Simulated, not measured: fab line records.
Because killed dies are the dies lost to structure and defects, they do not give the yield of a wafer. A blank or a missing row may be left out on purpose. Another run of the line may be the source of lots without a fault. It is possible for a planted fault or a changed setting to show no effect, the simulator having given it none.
Which tool is to blame? ; flow n5_finfet ; 10 lots, 30 wafers sampled, at 6 steps of a route of 1938

WHAT THE GAUGES SHOWED, per wafer
N5_BEOL_M1_CD_MEAS_18: pitch 36 nm, target cd 18 nm. Usual: cd_nm at 18.0 nm, with a standard deviation of 0.34.
lot;measured;on;cd_nm (nm);flag
L621;day 6 04:44;cd_sem-03;17.9 17.7 18.1;
L622;day 6 10:40;cd_sem-01;18.4 18.1 17.8;
L623;day 6 16:20;cd_sem-01;17.3 17.6 17.9;
L627;day 7 15:38;cd_sem-01;17.7 17.8 17.9;
L628;day 8 00:49;cd_sem-01;18.5 17.8 18.1;
L630;day 8 08:17;cd_sem-02;17.8 17.7 18.0;
L629;day 8 13:26;cd_sem-02;18.5 18.3 18.6;
L632;day 8 17:54;cd_sem-02;18.1 18.4 17.8;
L639;day 10 23:33;cd_sem-01;18.1 18.3 17.5;
L641;day 11 06:13;cd_sem-01;18.4 18.1 17.8;

N5_BEOL_M1_OVL_MEAS_29. Usual: V0_OVL typically reads 0.1 nm, with standard deviation 0.67.
lot;measured;on;V0_OVL (nm);flag
L621;day 6 05:13;overlay-01;-0.8 0.2 0.7;
L622;day 6 11:02;overlay-01;-0.6 -0.5 -0.2;
L623;day 6 16:41;overlay-02;1.1 1.2 0.3;
L627;day 7 16:07;overlay-02;10.6 11.7 11.7;OFF
L628;day 8 01:10;overlay-01;11.2 12.0 11.0;OFF
L630;day 8 08:45;overlay-01;-1.0 -0.6 -0.9;
L629;day 8 13:55;overlay-02;11.6 11.6 10.6;OFF
L632;day 8 18:23;overlay-01;0.3 -0.7 0.0;
L639;day 10 23:55;overlay-01;0.8 -0.6 -1.1;
L641;day 11 06:34;overlay-02;0.5 0.4 0.6;

N5_BEOL_M4_RC_MEAS_101. Usual: DIBL_N 36.3 mV/V, standard deviation 2; DIBL_P 36.3 mV/V, standard deviation 2.4; IOFF_N 0.16 nA/um, standard deviation 0.034; IOFF_P 0.21 nA/um, standard deviation 0.035; ION_N 672 uA/um, standard deviation 12; ION_P 459 uA/um, standard deviation 6.5; SS_N 71.6 mV/dec, standard deviation 0.67; SS_P 73.3 mV/dec, standard deviation 0.71; VT_N 250 mV, standard deviation 3.5; VT_P -251 mV, standard deviation 3.
lot;measured;on;DIBL_N (mV/V);DIBL_P (mV/V);IOFF_N (nA/um);IOFF_P (nA/um);ION_N (uA/um);ION_P (uA/um);SS_N (mV/dec);SS_P (mV/dec);VT_N (mV);VT_P (mV);flag
L621;day 8 00:26;prober-02;35.2 37.8 35.8;33.4 36.8 34.4;0.12 0.17 0.14;0.18 0.23 0.19;658 676 672;453 464 459;71.4 71.9 71.5;72.0 73.4 72.6;252 248 252;-254 -248 -250;
L622;day 8 03:04;prober-01;35.5 35.7 34.9;35.7 35.9 34.7;0.15 0.15 0.13;0.20 0.21 0.19;662 661 655;458 459 450;71.6 71.4 71.9;73.3 72.8 72.6;250 254 251;-251 -251 -251;
L623;day 8 07:41;prober-02;32.6 32.3 32.3;31.7 31.6 31.5;0.10 0.10 0.10;0.15 0.15 0.15;651 653 664;456 453 456;70.0 69.8 70.1;72.0 71.8 72.1;259 256 257;-256 -253 -254;
L627;day 9 08:29;prober-01;34.8 36.4 36.4;35.7 37.8 36.9;0.14 0.16 0.17;0.19 0.22 0.21;674 675 680;460 467 458;71.6 71.6 70.6;72.7 73.9 73.1;251 249 247;-250 -249 -251;
L628;day 10 03:58;prober-02;31.6 33.2 33.5;31.6 33.4 34.0;0.11 0.13 0.14;0.16 0.18 0.20;650 660 668;451 457 458;71.4 70.7 71.6;72.7 72.2 73.1;258 252 251;-253 -251 -248;
L630;day 11 02:29;prober-02;36.2 40.1 39.7;34.9 40.8 37.9;0.14 0.23 0.20;0.16 0.26 0.21;668 681 677;452 462 453;71.8 72.4 73.6;73.0 73.9 73.3;253 245 252;-257 -251 -252;
L629;day 11 13:41;prober-02;36.3 34.7 33.9;35.8 33.7 32.3;0.16 0.13 0.11;0.24 0.20 0.17;670 658 627;465 463 450;72.2 71.6 72.0;72.4 72.2 72.4;252 251 259;-246 -250 -250;
L632;day 11 15:45;prober-01;36.1 35.3 37.2;37.2 36.9 38.8;0.15 0.16 0.19;0.21 0.21 0.23;664 692 683;455 476 462;71.5 71.4 72.4;73.3 73.0 73.6;249 247 246;-251 -251 -249;
L639;day 14 07:01;prober-02;37.0 34.8 38.7;38.8 34.8 38.5;0.20 0.15 0.24;0.25 0.19 0.24;682 666 676;462 454 458;71.8 71.2 72.4;74.3 74.1 74.0;247 249 244;-248 -252 -249;
L641;day 13 08:12;prober-02;36.1 35.3 33.6;35.6 35.6 32.8;0.18 0.17 0.13;0.19 0.19 0.15;695 681 672;465 459 451;71.7 71.2 71.2;73.0 72.9 72.8;246 247 252;-253 -252 -256;

TOOL THAT RAN EACH LOT (tool first, then ch and the chambers of the sampled wafers, then the start)
lot;N5_BEOL_M1_EXPOSE_25;N5_BEOL_M1_ETCH_69;N5_BEOL_M1_ALD_98
L621;euv_scanner-01 ch 0, day 6 05:02;rie_diel-03 ch 0,1,3, day 6 05:29;ald_sin-01 ch 0,1,2, day 6 05:34
L622;euv_scanner-01 ch 0, day 6 10:52;rie_diel-01 ch 0,2,3, day 6 11:10;ald_sin-04 ch 0,1,3, day 6 11:28
L623;euv_scanner-01 ch 0, day 6 16:31;rie_diel-01 ch 1,2,3, day 6 16:49;ald_sin-04 ch 1,3, day 6 16:55
L627;euv_scanner-01 ch 0, day 7 15:56;rie_diel-03 ch 0,1,2, day 7 16:15;ald_sin-01 ch 0,1, day 7 16:20
L628;euv_scanner-01 ch 0, day 8 00:59;rie_diel-04 ch 2,3, day 8 01:19;ald_sin-04 ch 0,1,3, day 8 01:26
L630;euv_scanner-02 ch 0, day 8 08:35;rie_diel-01 ch 1,2,3, day 8 08:56;ald_sin-02 ch 1,3, day 8 09:07
L629;euv_scanner-01 ch 0, day 8 13:44;rie_diel-01 ch 1,3, day 8 14:03;ald_sin-01 ch 0,1,2, day 8 14:08
L632;euv_scanner-02 ch 0, day 8 18:13;rie_diel-03 ch 0,2,3, day 8 18:32;ald_sin-02 ch 0,3, day 8 18:40
L639;euv_scanner-02 ch 0, day 10 23:44;rie_diel-04 ch 0,3, day 11 00:02;ald_sin-04 ch 2,3, day 11 00:08
L641;euv_scanner-02 ch 0, day 11 06:23;rie_diel-03 ch 0,1,3, day 11 06:44;ald_sin-04 ch 0,1, day 11 06:49
- N5_BEOL_M1_EXPOSE_25: exposes mask V0, defocus 5 nm, target cd 24 nm.
- N5_BEOL_M1_ETCH_69: etches SiARC in CF4, target depth 15.6 nm, time 26 s.
- N5_BEOL_M1_ALD_98: deposits SiO2, target thk 2.5 nm, pulse time 1 s, co reactant pulse time 1 s.

AS READ BY THE TOOLS THEMSELVES (means over the sampled wafers that have a number; for cases with no such wafer, the mark the record gives instead)
N5_BEOL_M1_ETCH_69. Usual: value, then standard deviation, for each; drypump_motor_current_A 6.0 A / 0.66; etch_rf_on_time_s 26.4 s / 0.7; oes_product_au 0.67 a.u. / 0.051; rf_fwd_power_W 531.8 W / 2.1; rf_vpp_V 183.8 V / 1.1; showerhead_plenum_p_Torr 2.12 Torr / 0.048; throttle_valve_pct 15.49 % / 0.2.
lot;tool;drypump_motor_current_A (A);etch_rf_on_time_s (s);oes_product_au (a.u.);rf_fwd_power_W (W);rf_vpp_V (V);showerhead_plenum_p_Torr (Torr);throttle_valve_pct (%);flag
L621;rie_diel-03;6.0;26.4;0.69;532.4;185.1;2.15;15.35;
L622;rie_diel-01;5.7;26.2;0.69;532.9;183.8;2.15;15.52;
L623;rie_diel-01;5.5;26.4;0.66;532.8;183.7;2.10;15.49;
L627;rie_diel-03;6.1;26.6;0.69;530.8;183.4;2.13;15.38;
L628;rie_diel-04;6.7;26.4;0.73;530.9;183.3;2.10;15.38;
L630;rie_diel-01;5.5;26.8;0.65;532.4;182.8;2.10;15.53;
L629;rie_diel-01;5.9;26.3;0.70;529.2;183.5;2.09;15.58;
L632;rie_diel-03;6.5;26.6;0.65;531.5;184.8;2.10;15.58;
L639;rie_diel-04;6.3;26.2;0.66;531.9;183.6;2.12;15.53;
L641;rie_diel-03;6.1;26.5;0.66;532.4;184.5;2.14;15.42;

N5_BEOL_M1_ALD_98. Usual: heater_power_w 79 W, standard deviation 7.8; precursor_pulse_height_rel 0.999, standard deviation 0.02.
lot;tool;heater_power_w (W);precursor_pulse_height_rel;flag
L621;ald_sin-01;81;0.996;
L622;ald_sin-04;78;1.008;
L623;ald_sin-04;83;1.004;
L627;ald_sin-01;80;0.993;
L628;ald_sin-04;79;1.007;
L630;ald_sin-02;75;1.011;
L629;ald_sin-01;81;1.009;
L632;ald_sin-02;72;1.008;
L639;ald_sin-04;86;0.988;
L641;ald_sin-04;76;0.984;

THE ANSWER, worked out from the rows above alone
Rule: take the mean of a lot's wafers that have a number; if it is more than 3 standard deviations from the usual mean, the lot is off. A lot without any number at a reading at which 4 lots or more have one is off too. Where the step has rows for the other lots, those lots are counted as sound. After the gauges, taken in route order, come the tools' own readings; for these a lot's mean is taken, as printed above. The first step at which some lot is off is used, and at that step the reading that is off furthest; a lot without a number counts as furthest.
Off: at N5_BEOL_M1_OVL_MEAS_29 (V0_OVL), L627, L628, L629.
If a tool, at a process step before that reading, ran all the lots that are off and no sound lot after the first of them, it fits. Gauges at N5_BEOL_M1_OVL_MEAS_29: tried the same way as those tools. One fits: N5_BEOL_M1_EXPOSE_25 on euv_scanner-01. A fault onset in the window from L623 (day 6 16:31, its last sound lot) to L627 (day 7 15:56, its first lot off) fits.

WHAT HAD BEEN PUT IN BY THE SIMULATOR
Scanner matching overlay: euv_scanner-01, from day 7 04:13 on, at N5_BEOL_M1_EXPOSE_25. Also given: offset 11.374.
Shown lots that were struck: L627, L628, L629. This agrees with what the rule above found.
